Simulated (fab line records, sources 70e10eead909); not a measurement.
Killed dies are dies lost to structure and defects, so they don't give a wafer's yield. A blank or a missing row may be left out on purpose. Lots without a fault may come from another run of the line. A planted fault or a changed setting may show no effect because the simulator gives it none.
Which tool did it? | flow nand_harc | 12 lots, 36 wafers sampled, at 5 steps of a route of 1302

WHAT THE GAUGES READ, wafer by wafer
NHARC_END_SORT_01.
lot  | measured     | on        | killed_at_array | killed_at_other | killed_at_periphery | killed_dies | killed_open | killed_short
L416 | day 31 23:22 | prober-02 | 677 670 674     | 0 0 0           | 0 7 3               | 677 677 677 | 4 3 4       | 1 3 3
L417 | day 31 11:24 | prober-02 | 669 669 671     | 1 1 2           | 7 7 4               | 677 677 677 | 4 2 2       | 1 0 7

WHICH TOOL RAN EACH LOT (tool, then ch and the chambers of the sampled wafers, then the start)
lot  | NHARC_A_CHANNEL_HOLE_D1_ETCH_19  | NHARC_A_CHANNEL_HOLE_D1_ETCH_21  | NHARC_A_CHANNEL_HOLE_D1_ETCH_26  | NHARC_A_CHANNEL_FILL_D1_ALD_03
L400 | har_etch-01 ch 0,1, day 8 19:12  | har_etch-01 ch 0,1, day 8 19:38  | har_etch-01 ch 0,1, day 8 22:59  | ald_sin_batch-02 ch 0, day 9 03:49
L402 | har_etch-02 ch 1, day 9 22:40    | har_etch-02 ch 1, day 9 23:08    | har_etch-02 ch 1, day 10 02:27   | ald_sin_batch-02 ch 0, day 10 08:01
L408 | har_etch-02 ch 0,1, day 12 12:46 | har_etch-02 ch 0,1, day 12 13:11 | har_etch-02 ch 0,1, day 12 16:32 | ald_sin_batch-01 ch 0, day 12 22:07
L409 | har_etch-02 ch 0,1, day 13 01:35 | har_etch-02 ch 0,1, day 13 02:04 | har_etch-02 ch 0,1, day 13 05:22 | ald_sin_batch-01 ch 0, day 13 12:25
L410 | har_etch-01 ch 0,1, day 13 14:55 | har_etch-01 ch 0,1, day 13 15:27 | har_etch-01 ch 0,1, day 13 18:44 | ald_sin_batch-02 ch 0, day 14 00:14
L411 | har_etch-02 ch 0,1, day 13 15:11 | har_etch-02 ch 0,1, day 13 15:47 | har_etch-02 ch 0,1, day 13 19:01 | ald_sin_batch-02 ch 0, day 14 00:14
L415 | har_etch-01 ch 0,1, day 15 07:45 | har_etch-01 ch 0,1, day 15 08:17 | har_etch-01 ch 0,1, day 15 11:34 | ald_sin_batch-01 ch 0, day 15 17:04
L416 | har_etch-02 ch 0,1, day 15 17:09 | har_etch-02 ch 0,1, day 15 17:35 | har_etch-02 ch 0,1, day 15 20:57 | ald_sin_batch-01, day 16 02:29
L417 | har_etch-02 ch 0,1, day 15 21:53 | har_etch-02 ch 0,1, day 15 22:18 | har_etch-02 ch 0,1, day 16 01:38 | ald_sin_batch-01, day 16 07:14
L419 | har_etch-01 ch 0,1, day 16 23:14 | har_etch-01 ch 0,1, day 16 23:39 | har_etch-01 ch 0,1, day 17 03:00 | ald_sin_batch-02 ch 0, day 17 07:37
L421 | har_etch-01 ch 0,1, day 17 22:24 | har_etch-01 ch 0,1, day 17 22:50 | har_etch-01 ch 0,1, day 18 02:12 | ald_sin_batch-01 ch 0, day 18 07:48
L422 | har_etch-02 ch 0, day 18 04:51   | har_etch-02 ch 0, day 18 05:20   | har_etch-02 ch 0, day 18 08:38   | ald_sin_batch-01 ch 0, day 18 14:10
- NHARC_A_CHANNEL_HOLE_D1_ETCH_19: etches the open film in C4F8/O2/Ar, time 34.5 s.
- NHARC_A_CHANNEL_HOLE_D1_ETCH_21: etches the open film in C4F8/O2/Ar, time 514.3 s, target depth 1600 nm.
- NHARC_A_CHANNEL_HOLE_D1_ETCH_26: etches the open film in C4F8/O2/Ar, time 224.1 s, target depth 300 nm.
- NHARC_A_CHANNEL_FILL_D1_ALD_03: deposits SiNx, target thk 6 nm, pulse time 60 s, ald cycles 58.

WHAT THE TOOLS THEMSELVES READ (means of the sampled wafers that have a number; where no wafer has one, the mark that the record gives instead)
NHARC_A_CHANNEL_HOLE_D1_ETCH_19.
lot  | tool        | drypump_motor_current_A (A) | o2_flow_sccm (sccm) | showerhead_plenum_p_Torr (Torr) | throttle_valve_pct (%)
L400 | har_etch-01 | 5.94                        | 96.21               | 3.78                            | 37.046
L402 | har_etch-02 | 6.05                        | 96.30               | 3.45                            | 37.029
L408 | har_etch-02 | 6.08                        | 96.18               | 3.55                            | 37.037
L409 | har_etch-02 | 6.10                        | 96.09               | 3.66                            | 37.037
L410 | har_etch-01 | 5.92                        | 96.16               | 3.74                            | 37.031
L411 | har_etch-02 | 6.06                        | 96.32               | 3.54                            | 37.036
L415 | har_etch-01 | 5.92                        | 96.03               | 3.73                            | 37.042
L416 | har_etch-02 | 6.08                        | 96.56               | 3.83                            | 37.044
L417 | har_etch-02 | 6.05                        | 96.44               | 3.90                            | 37.043
L419 | har_etch-01 | 5.92                        | 96.52               | 3.71                            | 37.033
L421 | har_etch-01 | 5.88                        | 96.56               | 3.70                            | 37.038
L422 | har_etch-02 | 6.12                        | 96.22               | 3.74                            | 37.036

NHARC_A_CHANNEL_HOLE_D1_ETCH_21.
lot  | tool        | drypump_motor_current_A (A) | o2_flow_sccm (sccm) | showerhead_plenum_p_Torr (Torr) | throttle_valve_pct (%)
L400 | har_etch-01 | 5.92                        | 35.66               | 3.73                            | 32.154
L402 | har_etch-02 | 6.06                        | 35.69               | 3.42                            | 32.147
L408 | har_etch-02 | 6.07                        | 35.71               | 3.51                            | 32.149
L409 | har_etch-02 | 6.09                        | 35.63               | 3.63                            | 32.150
L410 | har_etch-01 | 5.94                        | 35.62               | 3.70                            | 32.144
L411 | har_etch-02 | 6.08                        | 35.72               | 3.50                            | 32.156
L415 | har_etch-01 | 5.88                        | 35.57               | 3.69                            | 32.156
L416 | har_etch-02 | 6.09                        | 35.58               | 3.78                            | 32.156
L417 | har_etch-02 | 6.09                        | 35.82               | 3.85                            | 32.142
L419 | har_etch-01 | 5.92                        | 35.71               | 3.67                            | 32.153
L421 | har_etch-01 | 5.87                        | 35.69               | 3.66                            | 32.169
L422 | har_etch-02 | 6.13                        | 35.64               | 3.70                            | 32.155

NHARC_A_CHANNEL_HOLE_D1_ETCH_26.
lot  | tool        | drypump_motor_current_A (A) | o2_flow_sccm (sccm) | showerhead_plenum_p_Torr (Torr) | throttle_valve_pct (%)
L400 | har_etch-01 | 5.90                        | 113.3               | 3.78                            | 24.589
L402 | har_etch-02 | 6.06                        | 114.0               | 3.45                            | 24.581
L408 | har_etch-02 | 6.07                        | 113.7               | 3.55                            | 24.583
L409 | har_etch-02 | 6.10                        | 113.5               | 3.66                            | 24.587
L410 | har_etch-01 | 5.94                        | 113.2               | 3.74                            | 24.587
L411 | har_etch-02 | 6.07                        | 113.7               | 3.54                            | 24.589
L415 | har_etch-01 | 5.87                        | 113.8               | 3.73                            | 24.585
L416 | har_etch-02 | 6.07                        | 113.9               | 3.83                            | 24.580
L417 | har_etch-02 | 6.07                        | 113.4               | 3.91                            | 24.593
L419 | har_etch-01 | 5.91                        | 113.7               | 3.71                            | 24.587
L421 | har_etch-01 | 5.90                        | 114.1               | 3.71                            | 24.579
L422 | har_etch-02 | 6.12                        | 113.7               | 3.74                            | 24.585

NHARC_A_CHANNEL_FILL_D1_ALD_03.
lot  | tool             | chamber_pressure_Torr (Torr) | precursor_pulse_height_rel
L400 | ald_sin_batch-02 | 1.995                        | 0.996
L402 | ald_sin_batch-02 | 2.004                        | 0.987
L408 | ald_sin_batch-01 | 1.999                        | 0.996
L409 | ald_sin_batch-01 | 1.997                        | 1.017
L410 | ald_sin_batch-02 | 1.999                        | 1.011
L411 | ald_sin_batch-02 | 2.003                        | 0.993
L415 | ald_sin_batch-01 | 1.997                        | 0.988
L416 | ald_sin_batch-01 | -                            | -
L417 | ald_sin_batch-01 | -                            | -
L419 | ald_sin_batch-02 | 1.990                        | 1.005
L421 | ald_sin_batch-01 | 2.004                        | 1.014
L422 | ald_sin_batch-01 | 1.999                        | 0.977

THE ANSWER, worked out from the rows above alone
Rule: what is usual is taken from the lots themselves. Put in order of their means at a reading, lots are off if they are a third of the lots or fewer, leave a main group of 4 or more, and stand apart from it by a gap of 3 or more times the standard deviation of the main group's means; of several such gaps the widest counts. A main group whose means are all the same, to the digits that the tables above print for the reading, isn't used. A lot without any number at a reading at which 4 lots or more have one is off too. The other lots that the step has rows for count as sound. The gauges are gone through in route order, then the tools' own readings, and for those a lot's mean is taken as printed above. The first step at which some lot is off is used, and at that step the reading that is off furthest; a lot without a number counts as furthest.
Off: L416, L417, at NHARC_A_CHANNEL_FILL_D1_ALD_03 (chamber_pressure_Torr). Without a number there: L416, L417. The main group: mean 1.999 Torr, standard deviation 0.0041.
A tool fits if, at that step or a process step before it, it ran every lot that is off, and no sound lot after the first of them. None of those tried fits.

WHAT THE SIMULATOR HAD PUT IN
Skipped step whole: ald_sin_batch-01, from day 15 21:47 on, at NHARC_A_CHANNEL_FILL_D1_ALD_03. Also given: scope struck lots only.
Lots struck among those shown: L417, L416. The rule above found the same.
